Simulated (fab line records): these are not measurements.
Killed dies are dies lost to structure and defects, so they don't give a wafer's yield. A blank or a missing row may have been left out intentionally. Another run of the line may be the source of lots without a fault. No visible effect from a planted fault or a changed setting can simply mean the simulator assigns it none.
Which tool did it?	flow nandHarc	Sampling: 21 lots, 63 wafers, 4 of 1302 route steps

== WHAT EACH GAUGE READ, for each wafer ==
NHARC_A_SLIT_CD_MEAS_09: target cd 300 nm. Usual: cdNm reads 299.9 nm (standard deviation 0.54).
lot	measured	on	cdNm (nm)	flag
L074	day 18 20:47	cdSem-03	300.3 299.8 299.9	
L076	day 20 04:59	cdSem-03	299.6 299.2 300.1	
L075	day 20 04:41	cdSem-01	300.0 299.6 299.6	
L077	day 20 08:34	cdSem-03	299.4 299.4 298.7	
L078	day 21 06:04	cdSem-01	300.0 300.1 300.6	
L079	day 21 08:28	cdSem-02	300.6 300.6 300.0	
L080	day 22 01:40	cdSem-03	300.0 299.5 300.2	
L082	day 22 15:32	cdSem-02	299.6 299.8 299.7	
L083	day 23 04:48	cdSem-01	299.8 299.7 299.8	
L085	day 23 22:58	cdSem-03	298.6 298.1 299.6	
L086	day 24 04:16	cdSem-02	300.2 300.0 299.7	
L084	day 23 23:07	cdSem-01	299.8 299.9 299.0	
L087	day 25 12:29	cdSem-02	300.0 300.9 299.7	
L088	day 25 11:14	cdSem-01	299.6 300.0 299.6	
L090	day 26 00:04	cdSem-03	300.3 300.2 300.0	
L092	day 27 06:06	cdSem-03	299.5 300.5 300.0	
L093	day 27 10:33	cdSem-02	300.5 300.0 300.7	
L094	day 27 22:35	cdSem-01	299.4 299.6 298.7	
L095	day 27 22:44	cdSem-02	300.6 300.7 300.2	
L096	day 28 18:08	cdSem-01	300.5 299.5 299.5	
L097	day 29 06:16	cdSem-03	300.2 299.5 299.3	

== WHICH TOOL RAN EACH LOT (tool, then ch and the chambers of the sampled wafers, then the start) ==
lot	NHARC_A_STAIRCASE_DEP_325	NHARC_A_STAIRCASE_ETCHBACK_422	NHARC_A_SGD_CUT_ETCH_15
L074	pecvd-04 ch 0,1,2, day 17 16:26	rieDiel-01 ch 2,3, day 18 06:16	rieDiel-11 ch 1,2, day 18 20:47 or earlier
L076	pecvd-04 ch 1,2, day 18 20:48	rieDiel-05 ch 0,2,3, day 19 12:27	rieDiel-03 ch 1,3, day 20 04:59 or earlier
L075	pecvd-01 ch 0,1, day 18 20:48	rieDiel-05 ch 0,1,3, day 19 12:20	rieDiel-11 ch 2,3, day 20 04:41 or earlier
L077	pecvd-03 ch 1,2, day 19 03:02	rieDiel-01 ch 0,2,3, day 19 18:38	rieDiel-02 ch 0,2, day 20 08:34 or earlier
L078	pecvd-03 ch 0,1,2, day 19 23:37	rieDiel-05 ch 0,1,3, day 20 16:19	rieDiel-11 ch 0,1,3, day 21 06:04 or earlier
L079	pecvd-03 ch 0,2, day 20 04:03	rieDiel-01 ch 1,2,3, day 20 15:50	rieDiel-11 ch 1,3, day 21 08:28 or earlier
L080	pecvd-03 ch 1,2, day 20 21:13	rieDiel-01 ch 2,3, day 21 11:22	rieDiel-03 ch 1,2, day 22 01:40 or earlier
L082	pecvd-04 ch 0,1,2, day 21 07:50	rieDiel-01 ch 1,2,3, day 21 23:37	rieDiel-11 ch 0,1,2, day 22 15:32 or earlier
L083	pecvd-03 ch 0,1,2, day 22 00:23	rieDiel-06 ch 0,2,3, day 22 14:11	rieDiel-02 ch 0,1,3, day 23 04:48 or earlier
L085	pecvd-03 ch 1,2, day 22 14:59	rieDiel-06 ch 0,2, day 23 08:17	rieDiel-02 ch 0,1, day 23 22:58 or earlier
L086	pecvd-03 ch 1,2, day 22 19:08	rieDiel-05 ch 0,2, day 23 13:57	rieDiel-03 ch 0,2, day 24 04:16 or earlier
L084	pecvd-04 ch 0,1,2, day 22 19:19	rieDiel-06 ch 0,1,2, day 23 11:05	rieDiel-02 ch 0,1,3, day 23 23:07 or earlier
L087	pecvd-04 ch 0,2, day 24 07:46	rieDiel-01 ch 2,3, day 24 22:46	rieDiel-11 ch 1,2,3, day 25 12:29 or earlier
L088	pecvd-01 ch 0,1,2, day 24 08:25	rieDiel-01 ch 0,1,3, day 24 21:46	rieDiel-03 ch 0,1,3, day 25 11:14 or earlier
L090	pecvd-03 ch 1,2, day 24 19:22	rieDiel-01 ch 0,1, day 25 10:16	rieDiel-03 ch 1,2,3, day 26 00:04 or earlier
L092	pecvd-03 ch 1,2, day 26 01:22	rieDiel-06 ch 0,2,3, day 26 15:51	rieDiel-03 ch 0,2,3, day 27 06:06 or earlier
L093	pecvd-04 ch 0,2, day 26 05:53	rieDiel-05 ch 1,2,3, day 26 20:56	rieDiel-11 ch 0,1,2, day 27 10:33 or earlier
L094	pecvd-04 ch 0,1, day 26 16:38	rieDiel-06 ch 0,3, day 27 08:56	rieDiel-02 ch 1,2,3, day 27 22:35 or earlier
L095	pecvd-03 ch 1,2, day 26 16:42	rieDiel-06 ch 0,1,3, day 27 09:19	rieDiel-11 ch 1,3, day 27 22:44 or earlier
L096	pecvd-03 ch 0,1,2, day 27 13:14	rieDiel-01 ch 0,1, day 28 04:12	rieDiel-02 ch 1,2,3, day 28 18:08 or earlier
L097	pecvd-03 ch 1,2, day 28 00:16	rieDiel-05 ch 0,1, day 28 15:52	rieDiel-11 ch 0,1, day 29 06:16 or earlier
- NHARC_A_STAIRCASE_DEP_325: deposits SiO2, target thk 7200 nm.
- NHARC_A_STAIRCASE_ETCHBACK_422: etches the open film in CH3F/O2, target depth 40 nm, time 74.286 s.
- NHARC_A_SGD_CUT_ETCH_15: etches the open film in CH3F/O2, target depth 75 nm, time 64.3 s.

== AS READ BY THE TOOLS THEMSELVES (means over the sampled wafers that have a number; for cases with no such wafer, the mark the record gives instead) ==
NHARC_A_STAIRCASE_DEP_325. Usual: heaterPowerW reads 643 W (standard deviation 93).
lot	tool	heaterPowerW (W)	flag
L074	pecvd-04	652	
L076	pecvd-04	660	
L075	pecvd-01	640	
L077	pecvd-03	661	
L078	pecvd-03	618	
L079	pecvd-03	626	
L080	pecvd-03	645	
L082	pecvd-04	696	
L083	pecvd-03	672	
L085	pecvd-03	641	
L086	pecvd-03	659	
L084	pecvd-04	697	
L087	pecvd-04	601	
L088	pecvd-01	653	
L090	pecvd-03	658	
L092	pecvd-03	629	
L093	pecvd-04	694	
L094	pecvd-04	684	
L095	pecvd-03	660	
L096	pecvd-03	641	
L097	pecvd-03	656	

NHARC_A_STAIRCASE_ETCHBACK_422. Usual: drypumpMotorCurrentA 5.5 A, standard deviation 0.61; mfcArSccm 200.0 sccm, standard deviation 0.59; oesProductAu 0.96 a.u., standard deviation 0.038; rfVppV 244.1 V, standard deviation 1.7; showerheadPlenumPTorr 2.45 Torr, standard deviation 0.1; throttleValvePct 20.664 %, standard deviation 0.0096.
lot	tool	drypumpMotorCurrentA (A)	mfcArSccm (sccm)	oesProductAu (a.u.)	rfVppV (V)	showerheadPlenumPTorr (Torr)	throttleValvePct (%)	flag
L074	rieDiel-01	5.2	200.2	0.99	243.1	2.37	20.666	
L076	rieDiel-05	5.5	200.1	0.99	244.6	2.48	20.658	
L075	rieDiel-05	5.0	200.2	0.99	244.1	2.47	20.664	
L077	rieDiel-01	5.4	200.0	0.96	243.3	2.41	20.667	
L078	rieDiel-05	5.0	199.7	0.93	244.4	2.47	20.661	
L079	rieDiel-01	5.8	200.1	0.92	244.1	2.42	20.674	
L080	rieDiel-01	5.2	200.4	0.92	242.6	2.36	20.668	
L082	rieDiel-01	5.8	200.1	0.92	243.0	2.41	20.662	
L083	rieDiel-06	5.7	199.6	0.92	244.8	2.54	20.658	
L085	rieDiel-06	5.4	200.1	1.01	245.8	2.50	20.648	
L086	rieDiel-05	6.0	199.9	0.92	243.4	2.37	20.666	
L084	rieDiel-06	5.4	199.9	0.93	245.4	2.48	20.657	
L087	rieDiel-01	5.4	199.9	0.99	242.8	2.39	20.673	
L088	rieDiel-01	5.7	199.7	1.01	244.5	2.41	20.667	
L090	rieDiel-01	5.9	200.3	1.01	243.1	2.44	20.658	
L092	rieDiel-06	5.7	200.5	0.93	245.7	2.52	20.660	
L093	rieDiel-05	5.3	199.9	0.99	243.9	2.44	20.677	
L094	rieDiel-06	6.2	199.5	1.00	246.3	2.60	20.662	
L095	rieDiel-06	5.9	200.5	0.92	246.2	2.55	20.657	
L096	rieDiel-01	5.9	200.2	0.93	243.1	2.43	20.660	
L097	rieDiel-05	5.0	200.8	0.99	243.0	2.35	20.672	

NHARC_A_SGD_CUT_ETCH_15. Usual: drypumpMotorCurrentA 5.7 A, standard deviation 0.42; mfcArSccm 200.0 sccm, standard deviation 0.61; oesProductAu 0.959 a.u., standard deviation 0.018; rfVppV 264.1 V, standard deviation 1.2; showerheadPlenumPTorr 2.47 Torr, standard deviation 0.058; throttleValvePct 20.663 %, standard deviation 0.0083.
lot	tool	drypumpMotorCurrentA (A)	mfcArSccm (sccm)	oesProductAu (a.u.)	rfVppV (V)	showerheadPlenumPTorr (Torr)	throttleValvePct (%)	flag
L074	rieDiel-11	6.1	199.9	0.948	264.2	2.49	20.669	
L076	rieDiel-03	5.8	200.6	0.971	264.5	2.52	20.664	
L075	rieDiel-11	5.9	199.4	0.951	264.8	2.51	20.666	
L077	rieDiel-02	5.8	200.2	0.961	263.2	2.43	20.662	
L078	rieDiel-11	5.7	199.3	0.963	263.3	2.45	20.658	
L079	rieDiel-11	6.1	200.5	0.962	264.1	2.48	20.669	
L080	rieDiel-03	6.0	199.7	0.949	264.8	2.55	20.655	
L082	rieDiel-11	5.9	199.9	0.968	264.0	2.45	20.669	
L083	rieDiel-02	5.4	200.2	0.984	264.3	2.45	20.652	
L085	rieDiel-02	5.5	200.5	0.980	263.7	2.49	20.662	
L086	rieDiel-03	6.0	199.9	0.953	264.9	2.51	20.666	
L084	rieDiel-02	5.4	199.8	0.971	263.2	2.45	20.660	
L087	rieDiel-11	5.9	200.2	0.956	263.8	2.49	20.660	
L088	rieDiel-03	5.6	200.2	0.962	265.1	2.49	20.668	
L090	rieDiel-03	6.0	199.4	0.969	265.3	2.52	20.664	
L092	rieDiel-03	5.8	200.0	0.958	265.4	2.48	20.657	
L093	rieDiel-11	5.8	199.8	0.942	263.5	2.45	20.668	
L094	rieDiel-02	5.4	199.9	0.965	264.8	2.49	20.669	
L095	rieDiel-11	6.1	199.5	0.964	264.0	2.48	20.666	
L096	rieDiel-02	5.4	200.0	0.929	265.0	2.49	20.665	
L097	rieDiel-11	5.6	200.3	0.980	263.6	2.40	20.657	

== THE ANSWER, worked out from the rows above alone ==
Rule: take the mean of a lot's wafers that have a number; if it is more than 3 standard deviations from the usual mean, the lot is off. A lot without any number at a reading at which 4 lots or more have one is off too. Where the step has rows for the other lots, those lots are counted as sound. The gauges are gone through in route order, then the tools' own readings, and for those a lot's mean is taken as printed above. At the first step where some lot is off, the reading lying furthest off is the one used; lots without a number count as furthest.
Nothing can be told from this: no lot is off at any reading shown.

== WHAT HAD BEEN PUT IN BY THE SIMULATOR ==
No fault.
